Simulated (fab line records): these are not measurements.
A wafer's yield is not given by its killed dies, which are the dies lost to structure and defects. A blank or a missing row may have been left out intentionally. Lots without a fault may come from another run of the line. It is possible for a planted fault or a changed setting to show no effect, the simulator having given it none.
Split-lot trial :: flow n5Finfet :: 7 lots, 21 wafers read, on a route of 1938 steps

== ON THE SPLIT ==
At N5_DUMMY_GATE_COAT_28 (time 60 s, resist thk 10 nm), the setting spinRpm was moved away from the recipe's 1500 rpm on 9 of the 21 wafers read, by -6.7% to +9.8%. The other wafers ran this setting at the recipe's value.

Reading taken at the split's own step.

== THE READING ==
underlayer_of_DUMMY_GATE_COAT_28.thkNm (the simulator's own value, which no gauge read), in nm, at N5_DUMMY_GATE_COAT_28 (time 60 s, resist thk 10 nm). No usual value for it is given in the file.

wafer: L074.1
tool, chamber at the split: lithoTrack-04, 0
spinRpm as run, rpm: 1647
against the recipe: +9.8%
underlayer_of_DUMMY_GATE_COAT_28.thkNm, nm: 9.6
against lot-mates on the recipe: -0.4

wafer: L074.3
tool, chamber at the split: lithoTrack-04, 0
spinRpm as run, rpm: 1647
against the recipe: +9.8%
underlayer_of_DUMMY_GATE_COAT_28.thkNm, nm: 9.6
against lot-mates on the recipe: -0.4

wafer: L074.5
tool, chamber at the split: lithoTrack-04, 0
spinRpm as run, rpm: 1500
against the recipe: recipe
underlayer_of_DUMMY_GATE_COAT_28.thkNm, nm: 10
against lot-mates on the recipe: -

wafer: L078.1
tool, chamber at the split: lithoTrack-02, 0
spinRpm as run, rpm: 1414
against the recipe: -5.7%
underlayer_of_DUMMY_GATE_COAT_28.thkNm, nm: 10.4
against lot-mates on the recipe: +0.4

wafer: L078.2
tool, chamber at the split: lithoTrack-02, 0
spinRpm as run, rpm: 1500
against the recipe: recipe
underlayer_of_DUMMY_GATE_COAT_28.thkNm, nm: 10
against lot-mates on the recipe: -

wafer: L078.5
tool, chamber at the split: lithoTrack-02, 0
spinRpm as run, rpm: 1414
against the recipe: -5.7%
underlayer_of_DUMMY_GATE_COAT_28.thkNm, nm: 10.2
against lot-mates on the recipe: +0.2

wafer: L080.1
tool, chamber at the split: lithoTrack-04, 0
spinRpm as run, rpm: 1500
against the recipe: recipe
underlayer_of_DUMMY_GATE_COAT_28.thkNm, nm: 10
against lot-mates on the recipe: -

wafer: L080.3
tool, chamber at the split: lithoTrack-04, 0
spinRpm as run, rpm: 1500
against the recipe: recipe
underlayer_of_DUMMY_GATE_COAT_28.thkNm, nm: 10
against lot-mates on the recipe: -

wafer: L080.4
tool, chamber at the split: lithoTrack-04, 0
spinRpm as run, rpm: 1400
against the recipe: -6.7%
underlayer_of_DUMMY_GATE_COAT_28.thkNm, nm: 10.4
against lot-mates on the recipe: +0.4

wafer: L086.1
tool, chamber at the split: lithoTrack-01, 0
spinRpm as run, rpm: 1500
against the recipe: recipe
underlayer_of_DUMMY_GATE_COAT_28.thkNm, nm: 10
against lot-mates on the recipe: -

wafer: L086.3
tool, chamber at the split: lithoTrack-01, 0
spinRpm as run, rpm: 1547
against the recipe: +3.1%
underlayer_of_DUMMY_GATE_COAT_28.thkNm, nm: 9.8
against lot-mates on the recipe: -0.2

wafer: L086.4
tool, chamber at the split: lithoTrack-01, 0
spinRpm as run, rpm: 1547
against the recipe: +3.1%
underlayer_of_DUMMY_GATE_COAT_28.thkNm, nm: 9.8
against lot-mates on the recipe: -0.2

wafer: L087.1
tool, chamber at the split: lithoTrack-04, 0
spinRpm as run, rpm: 1500
against the recipe: recipe
underlayer_of_DUMMY_GATE_COAT_28.thkNm, nm: 10
against lot-mates on the recipe: -

wafer: L087.2
tool, chamber at the split: lithoTrack-04, 0
spinRpm as run, rpm: 1500
against the recipe: recipe
underlayer_of_DUMMY_GATE_COAT_28.thkNm, nm: 10
against lot-mates on the recipe: -

wafer: L087.3
tool, chamber at the split: lithoTrack-04, 0
spinRpm as run, rpm: 1500
against the recipe: recipe
underlayer_of_DUMMY_GATE_COAT_28.thkNm, nm: 10
against lot-mates on the recipe: -

wafer: L088.1
tool, chamber at the split: lithoTrack-02, 0
spinRpm as run, rpm: 1500
against the recipe: recipe
underlayer_of_DUMMY_GATE_COAT_28.thkNm, nm: 10
against lot-mates on the recipe: -

wafer: L088.2
tool, chamber at the split: lithoTrack-02, 0
spinRpm as run, rpm: 1500
against the recipe: recipe
underlayer_of_DUMMY_GATE_COAT_28.thkNm, nm: 10
against lot-mates on the recipe: -

wafer: L088.3
tool, chamber at the split: lithoTrack-02, 0
spinRpm as run, rpm: 1500
against the recipe: recipe
underlayer_of_DUMMY_GATE_COAT_28.thkNm, nm: 10
against lot-mates on the recipe: -

wafer: L096.2
tool, chamber at the split: lithoTrack-04, 0
spinRpm as run, rpm: 1570
against the recipe: +4.7%
underlayer_of_DUMMY_GATE_COAT_28.thkNm, nm: 9.8
against lot-mates on the recipe: -0.2

wafer: L096.3
tool, chamber at the split: lithoTrack-04, 0
spinRpm as run, rpm: 1570
against the recipe: +4.7%
underlayer_of_DUMMY_GATE_COAT_28.thkNm, nm: 9.8
against lot-mates on the recipe: -0.2

wafer: L096.6
tool, chamber at the split: lithoTrack-04, 0
spinRpm as run, rpm: 1500
against the recipe: recipe
underlayer_of_DUMMY_GATE_COAT_28.thkNm, nm: 10
against lot-mates on the recipe: -

THE FIT
A straight line over all 21 wafers: underlayer_of_DUMMY_GATE_COAT_28.thkNm changes by -0.0472 nm for each +1% of spinRpm; r = -0.97; the points scatter about the line by 0.046 nm.
The same after taking each lot's own level away (the mean of its wafers on the recipe; 21 wafers): -0.0472 nm for each +1%; r = -0.97; scatter 0.046 nm.
Per that fit: largest spinRpm move, reading shift of 0.46 nm.
The lots' own levels span 10.00 to 10.00 nm.
Consequently the slope shifts little with the lot-to-lot level, the two slopes agreeing.
Check: with one of the wafers moved furthest among these (+9.8%) left out of the fit, the line predicts -0.472 nm for it against its lot-mates. Against them it came out at -0.4 nm.

== THE OTHER SPLITS THESE WAFERS WENT THROUGH ==
Before the reading, these wafers also passed through other splits. Each is held against what the fit with the lots' levels taken away leaves over:
other split on the same wafers: N5_ZERO_LAYER_COAT_05 spinRpm
wafers away from the commonest value: 4
r with underlayer_of_DUMMY_GATE_COAT_28.thkNm (lot level and that fit taken away): +0.01

other split on the same wafers: N5_ZERO_LAYER_EXPOSE_08 doseMj
wafers away from the commonest value: 9
r with underlayer_of_DUMMY_GATE_COAT_28.thkNm (lot level and that fit taken away): +0.33

other split on the same wafers: N5_PMOS_HMC_CHANNEL_EPI_PEB_07 pebTempC
wafers away from the commonest value: 5
r with underlayer_of_DUMMY_GATE_COAT_28.thkNm (lot level and that fit taken away): +0.17

other split on the same wafers: N5_PMOS_HMC_CHANNEL_EPI_DEVELOP_08 developTimeS
wafers away from the commonest value: 3
r with underlayer_of_DUMMY_GATE_COAT_28.thkNm (lot level and that fit taken away): +0.35

other split on the same wafers: N5_FIN_SAQP_ETCH_34 sourceW
wafers away from the commonest value: 5
r with underlayer_of_DUMMY_GATE_COAT_28.thkNm (lot level and that fit taken away): +0.36

other split on the same wafers: N5_FIN_CUT_COAT_19 spinRpm
wafers away from the commonest value: 5
r with underlayer_of_DUMMY_GATE_COAT_28.thkNm (lot level and that fit taken away): -0.16

== FILE'S OWN FIT ==
underlayer_of_DUMMY_GATE_COAT_28.thkNm changes by -0.0481 nm for each +1% of spinRpm, r = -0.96.
